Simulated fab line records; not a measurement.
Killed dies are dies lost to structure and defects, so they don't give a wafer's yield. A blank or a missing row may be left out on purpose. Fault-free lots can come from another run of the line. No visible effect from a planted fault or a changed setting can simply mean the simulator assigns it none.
Lot-split experiment	flow n5_finfet	21 wafers read across 7 lots, on a route 1938 steps long

SPLIT DETAILS
At N5_SDB_COAT_05 (resist thk 90 nm), the setting spin_rpm was moved away from the recipe's 1500 rpm on 5 of the 21 wafers read, by -9.9% to +6.8%. All remaining wafers had this setting at the recipe value.

Reading taken at the split's own step.

THE READING
CAR-ArF_of_SDB_COAT_05.thk_nm (the simulator's own value, which no gauge read), in nm, at N5_SDB_COAT_05 (resist thk 90 nm). There is no usual value for it anywhere in the file. The 16 wafers here that ran the recipe average 89.8 nm, standard deviation 0.25 nm.

wafer	tool, chamber at the split	spin_rpm as run, rpm	against the recipe	CAR-ArF_of_SDB_COAT_05.thk_nm, nm	against lot-mates on the recipe
L074.3	litho_track-01, 0	1575	+5.0%	87.4	-2.8
L074.4	litho_track-01, 0	1575	+5.0%	87.4	-2.8
L074.6	litho_track-01, 0	1500	recipe	90.2	-
L076.1	litho_track-02, 0	1500	recipe	89.6	-
L076.2	litho_track-02, 0	1602	+6.8%	87	-2.7
L076.6	litho_track-02, 0	1500	recipe	89.8	-
L078.1	litho_track-05, 0	1500	recipe	89.2	-
L078.3	litho_track-05, 0	1500	recipe	89.6	-
L078.5	litho_track-05, 0	1500	recipe	89.4	-
L086.3	litho_track-05, 0	1395	-7.0%	93.2	+3.3
L086.4	litho_track-05, 0	1500	recipe	90	-
L086.5	litho_track-05, 0	1500	recipe	89.8	-
L093.4	litho_track-01, 0	1500	recipe	90	-
L093.5	litho_track-01, 0	1351	-9.9%	94.8	+4.9
L093.6	litho_track-01, 0	1500	recipe	89.8	-
L095.4	litho_track-01, 0	1500	recipe	89.8	-
L095.5	litho_track-01, 0	1500	recipe	89.8	-
L095.6	litho_track-01, 0	1500	recipe	89.6	-
L097.1	litho_track-01, 0	1500	recipe	90	-
L097.3	litho_track-01, 0	1500	recipe	90	-
L097.6	litho_track-01, 0	1500	recipe	90	-

FIT RESULTS
A straight line over all 21 wafers: CAR-ArF_of_SDB_COAT_05.thk_nm changes by -0.478 nm for each +1% of spin_rpm; r = -0.99; the points scatter about the line by 0.26 nm.
The same after taking each lot's own level away (the mean of its wafers on the recipe; 21 wafers): -0.484 nm for each +1%; r = -0.99; scatter 0.21 nm.
Per that fit: largest spin_rpm move, reading shift of 4.8 nm.
The lots' own levels span 89.40 to 90.20 nm, that is 3.2 times the standard deviation above.
The two slopes are in agreement: the lot-to-lot level therefore moves the slope only a little.
Check: for one of the wafers moved furthest among these (-9.9%), held out of the fit, the line's prediction against its lot-mates is +4.72 nm. It came out at +4.9 nm against them.

THE OTHER SPLITS THESE WAFERS WENT THROUGH
These wafers also went through other splits before the reading. Each is held against what the fit with the lots' levels taken away leaves over:
other split on the same wafers	wafers away from the commonest value	r with CAR-ArF_of_SDB_COAT_05.thk_nm (lot level and that fit taken away)
N5_SDB_COAT_03 spin_rpm	8	-0.22

THE FILE'S OWN FIT
CAR-ArF_of_SDB_COAT_05.thk_nm changes by -0.476 nm for each +1% of spin_rpm, r = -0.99.
